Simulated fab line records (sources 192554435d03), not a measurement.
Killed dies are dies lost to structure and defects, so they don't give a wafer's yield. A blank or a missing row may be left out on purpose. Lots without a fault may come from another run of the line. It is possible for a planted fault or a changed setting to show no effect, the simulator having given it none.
Which of the tools did it? | flow n5-finfet | 24 lots with 72 wafers sampled at 4 steps, on a route of 1938 steps

WHAT EACH GAUGE READ, for each wafer
N5_HKMG_FIN_INSPECT_28: inspects for defects (darkfield).
lot  | measured     | on                | raw-defect-count
L074 | day 4 07:02  | defect-inspect-01 | 61 33 37
L075 | day 4 13:59  | defect-inspect-01 | 54 36 37
L076 | day 4 20:16  | defect-inspect-02 | 51 44 45
L077 | day 5 02:49  | defect-inspect-02 | 66 59 59
L078 | day 5 06:12  | defect-inspect-01 | 24 23 31
L079 | day 5 15:17  | defect-inspect-02 | 19 42 22
L080 | day 5 19:16  | defect-inspect-02 | 18 19 38
L081 | day 6 03:20  | defect-inspect-01 | 25 37 37
L082 | day 6 10:11  | defect-inspect-02 | 31 64 24
L083 | day 6 11:56  | defect-inspect-02 | 21 24 53
L084 | day 6 23:16  | defect-inspect-02 | 39 15 53
L085 | day 7 03:08  | defect-inspect-02 | 28 39 28
L087 | day 8 12:11  | defect-inspect-01 | 49 43 46
L086 | day 8 15:38  | defect-inspect-01 | 47 49 59
L088 | day 8 16:04  | defect-inspect-01 | 37 91 39
L089 | day 8 17:46  | defect-inspect-01 | 30 20 25
L090 | day 8 18:03  | defect-inspect-01 | 23 33 60
L093 | day 9 20:53  | defect-inspect-01 | 27 14 28
L091 | day 10 01:21 | defect-inspect-02 | 44 38 44
L094 | day 10 02:55 | defect-inspect-01 | 34 45 64
L095 | day 10 05:29 | defect-inspect-01 | 20 28 29
L092 | day 10 05:47 | defect-inspect-02 | 78 40 50
L096 | day 10 08:00 | defect-inspect-02 | 28 38 34
L097 | day 10 14:13 | defect-inspect-02 | 22 37 25

N5_GATE_CUT_OVL_MEAS_14.
lot  | measured     | on         | GATE_CUT_OVL (nm)
L074 | day 4 10:43  | overlay-02 | -1.7 -0.5 -1.2
L075 | day 4 17:43  | overlay-02 | -0.8 -0.7 -0.3
L076 | day 5 00:11  | overlay-01 | 0.1 -0.4 0.3
L077 | day 5 06:26  | overlay-02 | 0.9 0.3 0.4
L078 | day 5 10:08  | overlay-02 | 0.2 -0.2 -0.5
L079 | day 5 19:01  | overlay-02 | -1.6 -1.3 -0.3
L080 | day 5 23:08  | overlay-01 | -0.2 -0.4 -0.4
L081 | day 6 07:06  | overlay-01 | -2.4 -1.4 -1.9
L082 | day 6 13:55  | overlay-01 | -1.9 -1.0 0.1
L083 | day 6 15:34  | overlay-01 | -0.1 -0.4 0.1
L084 | day 7 02:53  | overlay-02 | -0.8 0.0 -1.6
L085 | day 7 06:54  | overlay-02 | -0.1 -0.3 -0.6
L087 | day 8 15:48  | overlay-01 | 0.0 -1.2 0.3
L086 | day 8 19:20  | overlay-01 | 0.2 0.3 -0.6
L088 | day 8 21:19  | overlay-01 | -0.3 -0.9 -1.8
L089 | day 8 23:06  | overlay-01 | -0.6 0.7 -1.1
L090 | day 8 23:30  | overlay-01 | -0.5 -1.2 -1.0
L093 | day 10 00:38 | overlay-02 | -0.8 -1.1 -1.0
L091 | day 10 04:58 | overlay-02 | -0.6 -0.9 -0.6
L094 | day 10 08:01 | overlay-02 | -0.8 -0.8 -0.9
L095 | day 10 10:32 | overlay-02 | 0.2 -0.7 -0.9
L092 | day 10 10:56 | overlay-02 | 0.3 0.0 -0.5
L096 | day 10 11:51 | overlay-02 | 0.0 0.1 -0.9
L097 | day 10 18:39 | overlay-01 | -0.3 -0.8 0.3

N5_GATE_CUT_INSPECT_15: inspects for defects (brightfield).
lot  | measured     | on                | raw-defect-count
L074 | day 4 10:46  | defect-inspect-01 | 127 63 91
L075 | day 4 17:47  | defect-inspect-02 | 116 86 138
L076 | day 5 00:14  | defect-inspect-02 | 117 114 91
L077 | day 5 06:29  | defect-inspect-01 | 71 78 124
L078 | day 5 10:11  | defect-inspect-01 | 77 98 83
L079 | day 5 19:04  | defect-inspect-01 | 99 180 157
L080 | day 5 23:10  | defect-inspect-01 | 159 133 114
L081 | day 6 07:09  | defect-inspect-01 | 174 218 185
L082 | day 6 13:59  | defect-inspect-01 | 210 237 250
L083 | day 6 15:37  | defect-inspect-01 | 91 101 126
L084 | day 7 02:56  | defect-inspect-02 | 116 76 144
L085 | day 7 06:57  | defect-inspect-02 | 94 108 143
L087 | day 8 15:52  | defect-inspect-01 | 125 117 146
L086 | day 8 19:23  | defect-inspect-01 | 165 118 111
L088 | day 8 21:23  | defect-inspect-02 | 127 95 145
L089 | day 8 23:10  | defect-inspect-02 | 148 101 141
L090 | day 8 23:33  | defect-inspect-01 | 127 137 159
L093 | day 10 00:42 | defect-inspect-02 | 115 75 94
L091 | day 10 05:01 | defect-inspect-01 | 132 111 127
L094 | day 10 08:04 | defect-inspect-01 | 103 164 129
L095 | day 10 10:35 | defect-inspect-02 | 130 237 112
L092 | day 10 10:58 | defect-inspect-01 | 107 104 108
L096 | day 10 11:55 | defect-inspect-02 | 180 161 145
L097 | day 10 18:43 | defect-inspect-01 | 110 117 80

WHICH TOOL RAN EACH LOT (tool, then ch and the chambers of the sampled wafers, then the start)
lot  | N5_GATE_CUT_STRIP_59
L074 | rie-diel-03 ch 0,1, day 4 07:32
L075 | rie-diel-02 ch 0,1,2, day 4 14:24
L076 | rie-diel-03 ch 0,1,2, day 4 20:44
L077 | rie-diel-03 ch 2,3, day 5 03:15
L078 | rie-diel-01 ch 0,3, day 5 06:38
L079 | rie-diel-02 ch 1,2,3, day 5 15:42
L080 | rie-diel-02 ch 1,2, day 5 19:49
L081 | rie-diel-03 ch 0,2,3, day 6 03:47
L082 | rie-diel-01 ch 1,2,3, day 6 10:44
L083 | rie-diel-02 ch 0,1,2, day 6 12:22
L084 | rie-diel-03 ch 0,2,3, day 6 23:42
L085 | rie-diel-01 ch 1,3, day 7 03:34
L087 | rie-diel-02 ch 0,1,3, day 8 12:37
L086 | rie-diel-01 ch 0,2, day 8 16:08
L088 | rie-diel-02 ch 1,2, day 8 16:32
L089 | rie-diel-03 ch 1,2,3, day 8 18:11
L090 | rie-diel-01 ch 0,1, day 8 18:40
L093 | rie-diel-03 ch 1,2,3, day 9 21:19
L091 | rie-diel-01 ch 0,2, day 10 01:46
L094 | rie-diel-01 ch 0,2, day 10 03:20
L095 | rie-diel-02 ch 0,1,2, day 10 05:55
L092 | rie-diel-02 ch 1,2, day 10 06:13
L096 | rie-diel-03 ch 0,1,3, day 10 08:28
L097 | rie-diel-01 ch 0,2,3, day 10 15:07
- N5_GATE_CUT_STRIP_59: strips in N2/H2, time 20 s.

WHAT THE TOOLS THEMSELVES READ (means of the sampled wafers that have a number; where no wafer has one, the mark that the record gives instead)
N5_GATE_CUT_STRIP_59.
lot  | tool        | drypump-motor-current-A (A) | h2-flow-sccm (sccm) | oes-product-au (a.u.) | rf-vpp-V (V) | showerhead-plenum-p-Torr (Torr) | throttle-valve-pct (%)
L074 | rie-diel-03 | 5.7                         | 299.5               | 0.77                  | 45.2         | 3.47                            | 12.33
L075 | rie-diel-02 | 5.8                         | 299.8               | 0.71                  | 45.4         | 3.29                            | 12.48
L076 | rie-diel-03 | 5.6                         | 299.5               | 0.78                  | 45.7         | 3.43                            | 12.18
L077 | rie-diel-03 | 6.4                         | 300.2               | 0.71                  | 45.2         | 3.44                            | 12.25
L078 | rie-diel-01 | 6.1                         | 299.7               | 0.80                  | 44.5         | 3.38                            | 12.04
L079 | rie-diel-02 | 5.9                         | 300.1               | 0.70                  | 45.1         | 3.26                            | 12.50
L080 | rie-diel-02 | 6.0                         | 300.3               | 0.70                  | 45.6         | 3.29                            | 12.56
L081 | rie-diel-03 | 5.8                         | 300.4               | 0.85                  | 45.9         | 3.41                            | 11.93
L082 | rie-diel-01 | 5.7                         | 300.0               | 0.84                  | 45.2         | 3.46                            | 11.94
L083 | rie-diel-02 | 5.8                         | 300.0               | 0.80                  | 45.5         | 3.28                            | 12.31
L084 | rie-diel-03 | 5.8                         | 300.1               | 0.83                  | 45.7         | 3.41                            | 11.94
L085 | rie-diel-01 | 5.7                         | 298.8               | 0.85                  | 45.7         | 3.49                            | 11.81
L087 | rie-diel-02 | 5.7                         | 300.5               | 0.77                  | 45.4         | 3.24                            | 12.28
L086 | rie-diel-01 | 6.2                         | 299.9               | 0.84                  | 45.6         | 3.42                            | 12.04
L088 | rie-diel-02 | 6.1                         | 298.8               | 0.89                  | 45.2         | 3.28                            | 12.19
L089 | rie-diel-03 | 6.2                         | 300.5               | 0.80                  | 45.3         | 3.44                            | 12.17
L090 | rie-diel-01 | 6.0                         | 299.9               | 0.87                  | 45.7         | 3.51                            | 11.79
L093 | rie-diel-03 | 6.2                         | 300.0               | 0.78                  | 45.7         | 3.44                            | 12.19
L091 | rie-diel-01 | 6.2                         | 300.4               | 0.82                  | 45.8         | 3.42                            | 12.06
L094 | rie-diel-01 | 6.2                         | 301.2               | 0.82                  | 45.8         | 3.41                            | 12.07
L095 | rie-diel-02 | 5.7                         | 301.0               | 0.85                  | 45.5         | 3.27                            | 12.16
L092 | rie-diel-02 | 5.6                         | 299.7               | 0.78                  | 45.3         | 3.24                            | 12.39
L096 | rie-diel-03 | 5.9                         | 300.1               | 0.79                  | 45.4         | 3.43                            | 12.15
L097 | rie-diel-01 | 5.9                         | 298.8               | 0.85                  | 45.6         | 3.38                            | 11.91

THE ANSWER, worked out from the rows above alone
Rule: usual is defined by the lots themselves. Put in order of their means at a reading, lots are off if they are a third of the lots or fewer, leave a main group of 4 or more, and stand apart from it by a gap of 3 or more times the standard deviation of the main group's means; of several such gaps the widest counts. A main group whose means are all the same, to the digits that the tables above print for the reading, isn't used. A lot without any number at a reading at which 4 lots or more have one is off too. The other lots that the step has rows for count as sound. Order of review: gauges by route order, followed by the tools' own readings, for which a lot's mean as printed above is used. The first step at which some lot is off is used, and at that step the reading that is off furthest; a lot without a number counts as furthest.
Across all readings shown, no lot is off: no conclusion can be drawn from this.

WHAT THE SIMULATOR HAD INSERTED
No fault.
